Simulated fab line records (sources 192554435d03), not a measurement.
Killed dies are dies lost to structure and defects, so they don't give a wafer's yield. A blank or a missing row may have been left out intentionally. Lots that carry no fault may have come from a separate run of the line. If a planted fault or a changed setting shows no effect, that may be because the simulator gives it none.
Chamber matching    flow n5_finfet    N5_DUMMY_GATE_ETCH_44 on rie_si-05: 4 sister chambers
The step etches poly-Si in HBr/O2, stops on SiO2, target depth 127.5 nm. 4 wafers are shown with their chamber, then 8 later ones without.

## WAFERS PAIRED WITH THEIR CHAMBERS
wafer   chamber  throttle_valve_pct (%)
L077.5  0        18.08
L084.6  2        18.20
L087.1  3        18.55
L088.1  1        18.06

## WAFERS MISSING THEIR CHAMBER
wafer   throttle_valve_pct (%)
L088.2  18.53
L088.4  18.08
L094.2  18.05
L094.3  18.07
L094.4  18.53
L095.1  18.53
L095.4  18.08
L095.5  18.09

## CHAMBER TAKEN BY EACH
wafer   from the rows above      in truth
L088.2  3                        3
L088.4  can't be placed: 0 or 1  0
L094.2  can't be placed: 1 or 0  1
L094.3  can't be placed: 0 or 1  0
L094.4  3                        3
L095.1  3                        3
L095.4  can't be placed: 0 or 1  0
L095.5  can't be placed: 0 or 1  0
Placed correctly: 3 of 8. Cannot be placed on the basis of these rows: 5; the candidates contain the true chamber in 5. 0 placed wrongly.
How it was worked out, from the rows above alone: a wafer's distance from a chamber is the root of the sum, over the readings, of the square of ((its reading less the chamber's mean) divided by the reading's scatter). The wafer belongs to the nearest chamber; if the next one is less than 2 further off, it can't be placed. For every chamber, the mean is computed from those of its wafers that are shown. The scatter: root of mean squared gap, hidden wafer to nearest shown wafer, with one shown wafer a chamber.
